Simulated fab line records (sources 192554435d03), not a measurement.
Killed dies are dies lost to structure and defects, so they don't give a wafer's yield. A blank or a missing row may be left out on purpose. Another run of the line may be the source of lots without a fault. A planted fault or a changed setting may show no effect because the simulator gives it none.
fab line records	flow n5_finfet
record: lots: 12	wafers: 36	last_day: 16
route steps=1938 shown SD_EPI_N@271 SD_EPI_P@295
lots that met no fault: taken from a fault-free run of the same line
start_h: the number of hours between the record's first day and the start of the first shown wafer of the lot	wait_h: hours from the lot's prior step to this one	" repeats the value in the row above	L1.1+2: one row covering several wafers at once	- no value, or no start given	* or withheld: withheld	< > ~ a bound
route shown NAME@n: a module of which the file shows steps, and the number in the route of the first	usual: average and standard deviation across the fault-free wafers	same: alike in all rows	chamber/n: place in a boat	sites: the reading at each site	_std_site: how widely they spread, as a standard deviation	_edge_site: outer sites' mean less inner sites'	radius_mm: for every site, how far away it sits from the centre of the wafer	mask NAME#n: copy n	behind: tool/chamber where the wafer was last shaped	hold: what put the lot on hold/how long, in hours/how the hold closed	device: the transistor (n, p or np) that didn't switch	end of line: at the end of the route, the tests of the same wafers	for a step that has no rows: nothing shown but its recipe	killed: the dies lost at the first sort to structure and to defects; this is not the yield of the wafer	map: dies across one wafer; x = killed, . = not, _ = none there
set.NAME: the run value of the setting; set.NAME@STEP: its run value at that earlier step	model.NAME: the simulator's own value behind a step, which no gauge read
steps of the route over a sample of lots; a table a step, a row a wafer
services: from which hour (start_h, from the record's first day; less than 0 if before it) a tool's chamber was out of use, for how many hours, and why
== steps ==
step: N5_SD_EPI_N_OVL_MEAS_10
recipe: points_per_wafer: 44
usual: SD_N_BLK_OVL: -0.6/0.91
lot.wafer	tool	chamber	start_h	wait_h	SD_N_BLK_OVL[nm]
L790.1	overlay-01	0	66.73	0.0	0.2
L790.2	"	0	"	"	0.6
L790.6	"	0	"	"	0.2
L791.1	overlay-01	0	72.45	0.0	-1.1
L791.4	"	0	"	"	-0.4
L791.6	"	0	"	"	-1.1
L792.4	overlay-02	0	79.98	0.0	0.1
L792.5	"	0	"	"	-1.6
L792.6	"	0	"	"	-1.1
L793.1	overlay-02	0	86.70	0.0	-1.6
L793.3	"	0	"	"	-2.1
L793.4	"	0	"	"	-0.2
L794.2	overlay-02	0	92.00	0.0	-0.6
L794.4	"	0	"	"	-0.7
L794.6	"	0	"	"	-1.1
L796.1	overlay-02	0	102.90	0.0	-2.0
L796.2	"	0	"	"	-2.8
L796.6	"	0	"	"	-2.0
L797.1	overlay-01	0	111.11	0.0	0.0
L797.2	"	0	"	"	0.5
L797.4	"	0	"	"	0.2
L800.3	overlay-02	0	128.10	0.0	-1.3
L800.5	"	0	"	"	-1.8
L800.6	"	0	"	"	-1.3
L801.1	overlay-01	0	133.45	0.0	-0.8
L801.2	"	0	"	"	-0.5
L801.3	"	0	"	"	0.4
L803.1	overlay-01	0	144.43	0.0	-0.6
L803.2	"	0	"	"	-1.5
L803.5	"	0	"	"	-0.4
L805.1	overlay-01	0	155.79	0.0	0.8
L805.3	"	0	"	"	0.8
L805.6	"	0	"	"	0.3
L806.1	overlay-02	0	162.71	0.0	-0.9
L806.4	"	0	"	"	-0.5
L806.6	"	0	"	"	-0.4
step: N5_SD_EPI_N_ETCH_35
recipe: chemistry: N2/H2	target: SOC	overetch_a: 1080	mask_material: SiARC	temp_c: 40	ion_energy_ev: 100	source_w: 3000	bias_w: 133	pressure_mtorr: 20	time_s: 486	n2_flow_sccm: 200	h2_flow_sccm: 200
usual: drypump_motor_current_A: 5.5/0.45	oes_product_au: 0.72/0.083	rf_fwd_power_W: 2995/8.6	rf_vpp_V: 240.8/1.3	showerhead_plenum_p_Torr: 2.55/0.085	throttle_valve_pct: 23.9/0.32
lot.wafer	tool	chamber	start_h	wait_h	drypump_motor_current_A	oes_product_au	rf_fwd_power_W	rf_hours_counter_h	rf_vpp_V	showerhead_plenum_p_Torr	throttle_valve_pct
L790.1	rie_diel-02	3	66.88	0.0	4.9	0.69	2988	117	241.4	2.55	23.9
L790.2	"	2	"	"	5.0	0.67	2988	137	239.6	2.44	24.1
L790.6	"	2	"	"	5.0	0.68	2987	-	240.3	2.44	24.1
L791.1	rie_diel-02	0	73.25	0.0	5.6	0.71	2989	138	241.2	2.53	23.8
L791.4	"	1	"	"	5.4	0.61	2996	234	239.6	2.49	23.6
L791.6	"	2	"	"	5.0	0.67	2982	-	238.5	2.44	24.1
L792.4	rie_diel-01	3	80.23	0.0	6.2	0.77	3006	58	242.8	2.69	24.3
L792.5	"	2	"	"	5.6	0.60	3001	-	238.9	2.39	23.5
L792.6	"	3	"	"	6.2	0.77	3003	-	242.8	2.69	24.3
L793.1	rie_diel-02	2	86.85	0.0	5.0	0.67	2989	145	238.6	2.44	24.1
L793.3	"	0	"	"	5.6	0.70	2994	143	239.8	2.53	23.8
L793.4	"	1	"	"	5.4	0.61	2995	238	239.2	2.49	23.6
L794.2	rie_diel-01	0	92.14	0.0	5.9	0.62	3003	236	242.5	2.61	23.9
L794.4	"	1	"	"	6.1	0.72	2983	82	239.1	2.46	24.0
L794.6	"	1	"	"	6.1	0.72	2979	-	241.7	2.46	23.9
L796.1	rie_diel-04	2	103.05	0.0	5.6	0.63	2983	247	241.8	2.61	24.7
L796.2	"	0	"	"	5.5	0.87	2980	5	240.8	2.60	23.9
L796.6	"	2	"	"	5.7	0.63	2994	-	239.6	2.61	24.7
L797.1	rie_diel-01	0	111.26	0.0	5.9	0.62	3009	245	242.3	2.61	23.9
L797.2	"	3	"	"	6.2	0.75	3005	71	242.5	2.68	24.4
L797.4	"	1	"	"	6.1	0.71	3004	-	240.0	2.46	24.0
L800.3	rie_diel-04	3	128.24	0.0	5.4	0.75	2994	69	240.8	2.58	23.9
L800.5	"	0	"	"	5.5	0.83	3000	-	239.6	2.59	23.9
L800.6	"	3	"	"	5.4	0.74	2991	-	242.1	2.58	24.0
L801.1	rie_diel-04	1	133.69	0.0	4.8	0.63	3009	216	238.5	2.50	23.7
L801.2	"	0	"	"	5.5	0.83	2993	18	241.9	2.59	23.9
L801.3	"	3	"	"	5.4	0.74	2997	71	241.7	2.57	24.0
L803.1	rie_diel-01	3	144.60	0.0	6.2	0.74	2995	84	241.2	2.68	24.4
L803.2	"	1	"	"	6.1	0.71	3001	103	240.7	2.45	24.0
L803.5	"	3	"	"	6.2	0.74	3013	-	241.8	2.68	24.4
L805.1	rie_diel-01	2	155.94	0.0	5.6	0.83	2995	18	243.5	2.70	23.2
L805.3	"	1	"	"	6.1	0.70	3003	108	239.9	2.45	24.0
L805.6	"	3	"	"	6.2	0.73	2998	-	243.7	2.67	24.4
L806.1	rie_diel-01	2	163.10	0.0	5.6	0.83	2997	21	242.1	2.70	23.2
L806.4	"	0	"	"	5.9	0.89	2982	5	241.1	2.60	23.5
L806.6	"	0	"	"	5.9	0.89	2982	-	240.3	2.60	23.5
step: N5_SD_EPI_P_COAT_34
recipe: resist: SOC	temp_c: 250	time_s: 60	spin_rpm: 1500	resist_thk_nm: 350
usual: heater_power_total_W: 500.6/1.7	spin_speed_rpm: 1500.1/1
lot.wafer	tool	chamber	start_h	wait_h	heater_power_total_W	spin_speed_rpm
L790.1	litho_track-05	0	70.77	0.0	502.3	1500.7
L790.2	"	0	"	"	502.4	1500.3
L790.6	"	0	"	"	500.8	1500.8
L791.1	litho_track-03	0	77.15	0.0	498.2	1499.9
L791.4	"	0	"	"	501.8	1499.6
L791.6	"	0	"	"	498.6	1501.2
L792.4	litho_track-03	0	84.13	0.0	498.2	1501.2
L792.5	"	0	"	"	500.6	1500.5
L792.6	"	0	"	"	500.1	1500.2
L793.1	litho_track-03	0	90.88	0.0	498.8	1340.9
L793.3	"	0	"	"	502.5	1340.6
L793.4	"	0	"	"	500.0	1340.3
L794.2	litho_track-03	0	96.31	0.0	497.7	1339.9
L794.4	"	0	"	"	498.1	1341.3
L794.6	"	0	"	"	500.9	1341.2
L796.1	litho_track-03	0	106.93	0.0	498.4	1341.6
L796.2	"	0	"	"	499.8	1339.8
L796.6	"	0	"	"	500.8	1340.1
L797.1	litho_track-03	0	115.21	0.0	498.0	1340.6
L797.2	"	0	"	"	499.7	1340.0
L797.4	"	0	"	"	500.2	1339.9
L800.3	litho_track-05	0	132.18	0.0	501.8	1500.7
L800.5	"	0	"	"	501.0	1500.1
L800.6	"	0	"	"	502.2	1500.0
L801.1	litho_track-04	0	137.66	0.0	499.7	1501.7
L801.2	"	0	"	"	498.7	1504.7
L801.3	"	0	"	"	501.9	1502.7
L803.1	litho_track-04	0	149.24	0.0	498.6	1498.5
L803.2	"	0	"	"	499.8	1497.9
L803.5	"	0	"	"	500.0	1499.8
L805.1	litho_track-04	0	159.83	0.0	497.6	1501.8
L805.3	"	0	"	"	501.9	1501.8
L805.6	"	0	"	"	498.5	1500.3
L806.1	litho_track-04	0	167.12	0.0	497.5	1498.8
L806.4	"	0	"	"	501.0	1499.3
L806.6	"	0	"	"	498.0	1501.8
step: N5_SD_EPI_P_OVL_MEAS_10
recipe: points_per_wafer: 44
usual: SD_P_BLK_OVL: 0.1/0.72
lot.wafer	tool	chamber	start_h	wait_h	SD_P_BLK_OVL[nm]
L790.1	overlay-01	0	71.16	0.0	1.0
L790.2	"	0	"	"	1.0
L790.6	"	0	"	"	0.7
L791.1	overlay-02	0	77.54	0.0	0.0
L791.4	"	0	"	"	0.1
L791.6	"	0	"	"	0.0
L792.4	overlay-02	0	84.53	0.0	0.0
L792.5	"	0	"	"	0.2
L792.6	"	0	"	"	0.2
L793.1	overlay-01	0	91.28	0.0	-0.6
L793.3	"	0	"	"	-0.3
L793.4	"	0	"	"	-0.9
L794.2	overlay-02	0	96.71	0.0	1.0
L794.4	"	0	"	"	1.9
L794.6	"	0	"	"	0.7
L796.1	overlay-01	0	107.33	0.0	0.4
L796.2	"	0	"	"	0.0
L796.6	"	0	"	"	0.2
L797.1	overlay-02	0	115.48	0.0	-0.3
L797.2	"	0	"	"	-0.1
L797.4	"	0	"	"	-0.9
L800.3	overlay-02	0	132.45	0.0	1.3
L800.5	"	0	"	"	0.0
L800.6	"	0	"	"	0.4
L801.1	overlay-01	0	137.93	0.0	-0.7
L801.2	"	0	"	"	-0.4
L801.3	"	0	"	"	-0.7
L803.1	overlay-01	0	149.52	0.0	0.7
L803.2	"	0	"	"	-0.2
L803.5	"	0	"	"	0.0
L805.1	overlay-01	0	160.22	0.0	-0.6
L805.3	"	0	"	"	0.0
L805.6	"	0	"	"	0.0
L806.1	overlay-01	0	167.52	0.0	0.2
L806.4	"	0	"	"	1.2
L806.6	"	0	"	"	1.5
== services ==
tool	chamber	start_h	hours	kind
litho_track-04	-	46.58	-	consumable_replace:filter
rie_diel-02	1	60.43	7.0	repair
rie_diel-01	1	63.32	3.7	repair
rie_diel-04	0	66.23	-	clean
rie_diel-04	0	66.23	-	consumable_replace:esc
rie_diel-04	0	66.23	-	consumable_replace:focus_ring
rie_diel-04	0	66.23	21.5	scheduled_down
rie_diel-04	0	66.23	21.5	vent_cycle
rie_diel-01	2	95.82	-	clean
rie_diel-01	2	95.82	-	consumable_replace:focus_ring
rie_diel-01	2	95.82	-	consumable_replace:showerhead
rie_diel-01	2	95.82	15.9	scheduled_down
rie_diel-01	2	95.82	15.9	vent_cycle
rie_diel-01	1	105.60	1.4	repair
rie_diel-04	2	110.93	-	clean
rie_diel-04	2	110.93	-	consumable_replace:focus_ring
rie_diel-04	2	110.93	15.2	scheduled_down
rie_diel-04	2	110.93	15.2	vent_cycle
rie_diel-02	1	119.95	-	clean
rie_diel-04	1	120.61	9.8	repair
rie_diel-01	0	125.47	-	clean
rie_diel-01	0	125.47	-	consumable_replace:focus_ring
rie_diel-01	0	125.47	24.0	scheduled_down
rie_diel-01	0	125.47	24.0	vent_cycle
== key ==
first_sign: step: N5_SD_EPI_P_COAT_34	reading: spin_speed_rpm	direction: down	sigmas: 99+	usual: *	struck: *
effect none on later readings
met_at N5_SD_EPI_P_COAT_34
struck_lots L793,L794,L796,L797
rows_end L793.4,L794.2,L794.4,L796.2,L796.6
not_acting_at N5_SD_EPI_N_OVL_MEAS_10,N5_SD_EPI_N_ETCH_35,N5_SD_EPI_P_OVL_MEAS_10
onset_between 84.13 90.88
fault: kind: process_parameter_drift	tool: litho_track-03	chamber: -	onset_h: 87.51	steps: N5_SD_EPI_P_COAT_34	channel: spin_rpm	offset: *	shape: step	acts_in: *	stated: *
rows_end: these wafers met a further fault down the route, and their rows from its step on are left out
